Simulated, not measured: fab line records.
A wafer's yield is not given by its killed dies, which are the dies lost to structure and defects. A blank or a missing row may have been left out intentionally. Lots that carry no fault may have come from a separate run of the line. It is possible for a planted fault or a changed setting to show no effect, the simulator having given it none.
Which of the tools did it? :: flow nand_harc :: 18 wafers from 6 lots sampled at 5 of the route's 1302 steps

WHAT THE GAUGES READ, wafer by wafer
NHARC_END_SORT_01.
lot: L804
measured: day 25 13:08
on: prober-01
killed_at_periphery: 3 7 1

lot: L807
measured: day 27 03:18
on: prober-01
killed_at_periphery: 1 644 2

lot: L818
measured: day 31 02:38
on: prober-01
killed_at_periphery: 6 4 9

lot: L820
measured: day 32 18:13
on: prober-01
killed_at_periphery: 1 2 6

lot: L824
measured: day 34 01:17
on: prober-02
killed_at_periphery: 0 1

WHAT TOOL EACH LOT RAN ON (gives the tool, then ch and the chambers of the sampled wafers, and finally the start)
lot: L804
NHARC_P_BONDPAD_ETCH_24: rie_diel-06 ch 0,1,3, day 7 12:22
NHARC_P_BONDPAD_PRE_CLEAN_26: pvd_sputter-01, day 7 13:44 or earlier
NHARC_P_BONDPAD_PVD_27: pvd_sputter-01, day 7 13:44 or earlier
NHARC_P_BONDPAD_ANNEAL_28: rtp_anneal-01 ch 0, day 7 13:44

lot: L807
NHARC_P_BONDPAD_ETCH_24: rie_diel-06 ch 1,2,3, day 8 22:00
NHARC_P_BONDPAD_PRE_CLEAN_26: pvd_sputter-02, day 8 23:09 or earlier
NHARC_P_BONDPAD_PVD_27: pvd_sputter-02, day 8 23:09 or earlier
NHARC_P_BONDPAD_ANNEAL_28: rtp_anneal-01 ch 0, day 8 23:09

lot: L816
NHARC_P_BONDPAD_ETCH_24: rie_diel-13 ch 1,2, day 12 14:35
NHARC_P_BONDPAD_PRE_CLEAN_26: pvd_sputter-03, day 12 15:43 or earlier
NHARC_P_BONDPAD_PVD_27: pvd_sputter-03, day 12 15:43 or earlier
NHARC_P_BONDPAD_ANNEAL_28: rtp_anneal-02 ch 0, day 12 15:43

lot: L818
NHARC_P_BONDPAD_ETCH_24: rie_diel-07 ch 1,2,3, day 13 15:59
NHARC_P_BONDPAD_PRE_CLEAN_26: pvd_sputter-01, day 13 17:06 or earlier
NHARC_P_BONDPAD_PVD_27: pvd_sputter-01, day 13 17:06 or earlier
NHARC_P_BONDPAD_ANNEAL_28: rtp_anneal-01 ch 0, day 13 17:06

lot: L820
NHARC_P_BONDPAD_ETCH_24: rie_diel-06 ch 1,2, day 14 13:13
NHARC_P_BONDPAD_PRE_CLEAN_26: pvd_sputter-01, day 14 14:24 or earlier
NHARC_P_BONDPAD_PVD_27: pvd_sputter-01, day 14 14:24 or earlier
NHARC_P_BONDPAD_ANNEAL_28: rtp_anneal-02 ch 0, day 14 14:24

lot: L824
NHARC_P_BONDPAD_ETCH_24: rie_diel-06 ch 0,1,3, day 15 13:59
NHARC_P_BONDPAD_PRE_CLEAN_26: pvd_sputter-02, day 15 15:07 or earlier
NHARC_P_BONDPAD_PVD_27: pvd_sputter-02, day 15 15:07 or earlier
NHARC_P_BONDPAD_ANNEAL_28: rtp_anneal-02 ch 0, day 15 15:07
- NHARC_P_BONDPAD_ETCH_24: etches the open film in CF4/N2, target depth 30 nm, time 72.99 s.
- NHARC_P_BONDPAD_PRE_CLEAN_26: time 30 s.
- NHARC_P_BONDPAD_PVD_27: deposits Cu, target thk 30 nm, time 20.49 s.
- NHARC_P_BONDPAD_ANNEAL_28: time 90 s.

THE ANSWER, worked out from the rows above alone
Rule: the lots themselves supply what counts as usual. Put in order of their means at a reading, lots are off if they are a third of the lots or fewer, leave a main group of 4 or more, and stand apart from it by a gap of 3 or more times the standard deviation of the main group's means; of several such gaps the widest counts. The tables above print the reading to a certain number of digits; a main group whose means all agree to those digits is not used. Also off: a lot with no number at a reading for which 4 or more lots have one. The other lots that the step has rows for count as sound.
Off at NHARC_END_SORT_01 (killed_at_periphery): L807. Main group: mean 3.4, sd 2.1. Neither off nor sound, because the step has no rows for them: L816.
If a tool, at a process step before that reading, ran all the lots that are off and no sound lot after the first of them, it fits. Those tools and the gauges at NHARC_END_SORT_01 are tried in the same way. NHARC_P_BONDPAD_PRE_CLEAN_26: start missing for some lots; hours and lot order therefore follow NHARC_P_BONDPAD_ANNEAL_28. NHARC_P_BONDPAD_PVD_27: start missing for some lots; hours and lot order therefore follow NHARC_P_BONDPAD_ANNEAL_28. Of those tried, none fits.

WHAT THE SIMULATOR PUT IN
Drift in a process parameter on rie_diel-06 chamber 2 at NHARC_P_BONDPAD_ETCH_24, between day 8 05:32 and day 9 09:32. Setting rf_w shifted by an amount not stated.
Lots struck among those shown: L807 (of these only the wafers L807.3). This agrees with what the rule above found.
